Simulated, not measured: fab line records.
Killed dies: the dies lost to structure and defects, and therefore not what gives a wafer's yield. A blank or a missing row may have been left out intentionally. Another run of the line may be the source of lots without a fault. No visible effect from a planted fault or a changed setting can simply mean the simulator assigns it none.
Struck lot and sound lot, side by side + flow n5-finfet + 40 out of 1938 route steps
Sound: these wafers, L259.1, L259.3, L259.6. Wafers struck: L270.2, L270.5, L270.6. At the end, the cause is stated.
For every step that has rows: the tool of each side, followed by ch and its chambers, followed by its first start. Under that, the readings that differ: sound wafers + struck wafers + difference of the means + sigmas: that difference in standard deviations of wafers without a fault.
alike: words and numbers the same on both sides, and readings whose means are apart by under 2 such deviations; not compared: readings that were withheld, readings missing a value for some wafer, numbers with overlapping values and no deviation given by the record, and bounds like >300 which may hide the same value.
The two part at a step that has a row with sigmas, a row that says differs or no value, or rows on one side only. When numbers do not overlap yet have no deviation, they are printed without sigmas and do not part them. A reading missing from all wafers of one side parts the sides only when that side holds two or more wafers.

first, 11 steps without rows for these wafers: N5_BEOL_M0_SAQP_DESCUM_19 (chemistry O2, time 7.9 s); N5_BEOL_M0_SAQP_ETCH_83 (etches SiARC in CF4, target depth 39 nm, time 65 s); N5_BEOL_M0_SAQP_ETCH_84 (etches SOC in N2/H2, target depth 100 nm, overetch 20 nm, time 150 s); N5_BEOL_M0_SAQP_STRIP_80 (strips in N2/H2); N5_BEOL_M0_SAQP_HM_OPEN_112 (chemistry CHF3/O2, target SiO2, stops on a-Si, target depth 12 nm, time 13.5 s); N5_BEOL_M0_SAQP_STRIP_113 (strips in CHF3/O2); N5_BEOL_M0_SAQP_MANDREL_ETCH_20 (etches a-Si in HBr/Cl2, stops on SiNx, target depth 60 nm, bt time 10 s, time 30 s); N5_BEOL_M0_SAQP_STRIP_86 (strips in N2/H2); N5_BEOL_M0_SAQP_STRIP_115 (strips in post etch residue remover, time 60 s); N5_BEOL_M0_SAQP_SRD_93 (time 30 s); N5_BEOL_M0_SAQP_RECESS_114 (chemistry HF/NH3, target SiO2, target depth 14.4 nm, afs cycles 3, sublimation time 60 s).
N5_BEOL_M0_SAQP_SPACER1_ALD_98: deposits SiO2, target thk 12.8 nm, pulse time 1 s, purge time 2 s.
  sound on ald-sin-04 ch 0,1,2, day 5 12:28; struck on ald-sin-04 ch 2,3, day 8 06:04
  alike: heater-power-w, precursor-pulse-height-rel
then, 23 steps without rows for these wafers: N5_BEOL_M0_SAQP_SPACER1_ETCHBACK_99 (etches SiO2 in CHF3/O2, target depth 15.4 nm, time 7.7 s); N5_BEOL_M0_SAQP_MANDREL1_REMOVE_100 (chemistry HBr/Cl2/O2, target a-Si, stops on SiNx, bt time 10 s); N5_BEOL_M0_SAQP_ETCH_101 (etches SiNx in CH3F/O2, target depth 29.9 nm, time 42.7 s); N5_BEOL_M0_SAQP_ETCH_102 (etches SiO2 in CF4, target depth 4 nm, time 4.4 s); N5_BEOL_M0_SAQP_MANDREL_ETCH_103 (etches a-Si in HBr/Cl2, stops on SiCN, target depth 45 nm, bt time 10 s, time 27 s); N5_BEOL_M0_SAQP_RECESS_104 (chemistry HF/NH3, target SiO2, target depth 18 nm, afs cycles 3, sublimation time 60 s); N5_BEOL_M0_SAQP_COAT_105 (time 60 s, resist thk 100 nm); N5_BEOL_M0_SAQP_ETCH_106 (etches SOC in N2/H2, stops on SiNx, target depth 150 nm); N5_BEOL_M0_SAQP_ETCH_107 (etches SiNx in CH3F/O2, target depth 30 nm); N5_BEOL_M0_SAQP_STRIP_108 (strips in N2/H2); N5_BEOL_M0_SAQP_RECESS_109 (chemistry HF/NH3, target SiO2, target depth 3 nm, afs cycles 1, sublimation time 60 s); N5_BEOL_M0_SAQP_SPACER2_ALD_26 (deposits SiO2, target thk 15 nm, pulse time 1 s, purge time 2 s); N5_BEOL_M0_SAQP_SPACER2_ETCHBACK_27 (etches SiO2 in CHF3/O2, target depth 22.5 nm, time 11.25 s); N5_BEOL_M0_SAQP_MANDREL2_REMOVE_110 (chemistry HBr/Cl2/O2, target a-Si, stops on SiCN, bt time 10 s); N5_BEOL_M0_SAQP_COAT_69 (time 60 s, resist thk 90 nm); N5_BEOL_M0_SAQP_COAT_72 (time 60 s, resist thk 15 nm); N5_BEOL_M0_SAQP_COAT_87 (time 60 s, resist thk 5 nm); N5_BEOL_M0_SAQP_COAT_34 (resist thk 30 nm); N5_BEOL_M0_SAQP_EBR_36; N5_BEOL_M0_SAQP_SOFTBAKE_35 (time 60 s); N5_BEOL_M0_SAQP_EXPOSE_37 (exposes mask M0 CUT1, target cd 30 nm); N5_BEOL_M0_SAQP_PEB_38 (peb time 60 s); N5_BEOL_M0_SAQP_DEVELOP_39 (develop time 30 s).
N5_BEOL_M0_SAQP_INSPECT_42: inspects for defects (brightfield).
  struck on defect-inspect-01, day 8 08:55; sound on defect-inspect-01, day 5 15:46
| reading          | sound       | struck         | difference | sigmas |
|------------------|-------------|----------------|------------|--------|
| raw-defect-count | 229 226 213 | 1332 1299 1320 | +1094      | +17    |
then, 1 step without rows for these wafers: N5_BEOL_M0_SAQP_DESCUM_45 (chemistry O2, time 7 s).
N5_BEOL_M0_CUTY_INSPECT_59: inspects for defects (macro).
  struck on defect-inspect-02, day 8 10:52; sound on defect-inspect-01, day 5 17:41
| reading          | sound | struck         | difference | sigmas |
|------------------|-------|----------------|------------|--------|
| raw-defect-count | 0 3 2 | >300 >300 >300 | differs    |        |
-- here the record skips 2 days between the struck wafers' starts before and after, leaving off in module BEOL_M0_CUTY and picking up in module BEOL_M4 (first step shown: number 1111 of the route) --
N5_BEOL_M4_RC_MEAS_101:
  sound on prober-02 ch 0, day 8 12:29; struck on prober-02 ch 0, day 10 21:43
| reading   | sound          | struck         | difference | sigmas |
|-----------|----------------|----------------|------------|--------|
| VT_P (mV) | -249 -243 -250 | -257 -256 -261 | -11        | -2     |
  alike: DIBL_N, DIBL_P, IOFF_N, IOFF_P, ION_N, ION_P, SS_N, SS_P, VT_N
-- the record jumps here: 5 days lie between the struck wafers' starts before and after (it left off in module BEOL_M4 and takes up again in module PASSIVATION, whose first step shown is number 1936 of the route) --
N5_PASSIVATION_PROBE_49:
  struck on prober-02, day 15 09:59; sound on prober-02, day 13 00:14
| reading                  | sound          | struck         | difference | sigmas |
|--------------------------|----------------|----------------|------------|--------|
| defect-limited-yield (%) | 90.0 91.0 90.3 | 83.5 84.2 90.7 | -4.3       | -3     |
| killed_at_M0_to_M3       | 37 24 22       | 137 129 72     | +85        | +9     |
| killed-dies              | 118 106 115    | 195 187 110    | +51        | +3     |
| killed-on-rim            | 17 11 14       | 33 23 28       | +14        | +4     |
| killed-short             | 40 31 45       | 26 21 21       | -16        | -2     |
| sort_bin_5_function (%)  | 5.9 5.8 5.2    | 10.1 8.8 5.2   | +2.4       | +3     |
| sort-n-pass              | 1062 1074 1065 | 985 993 1070   | -51        | -3     |
| sort-yield-pct (%)       | 90.0 91.0 90.3 | 83.5 84.2 90.7 | -4.3       | -3     |
  alike: killed_at_M4_up, killed-at-contacts, killed-at-front-end, killed-at-other, killed-open, sort_bin_6_memory

== WHERE THEY PART ==
Last at N5_PASSIVATION_PROBE_49 as far as this record goes, first at N5_BEOL_M0_SAQP_INSPECT_42.

WHY: what had been put in by the simulator
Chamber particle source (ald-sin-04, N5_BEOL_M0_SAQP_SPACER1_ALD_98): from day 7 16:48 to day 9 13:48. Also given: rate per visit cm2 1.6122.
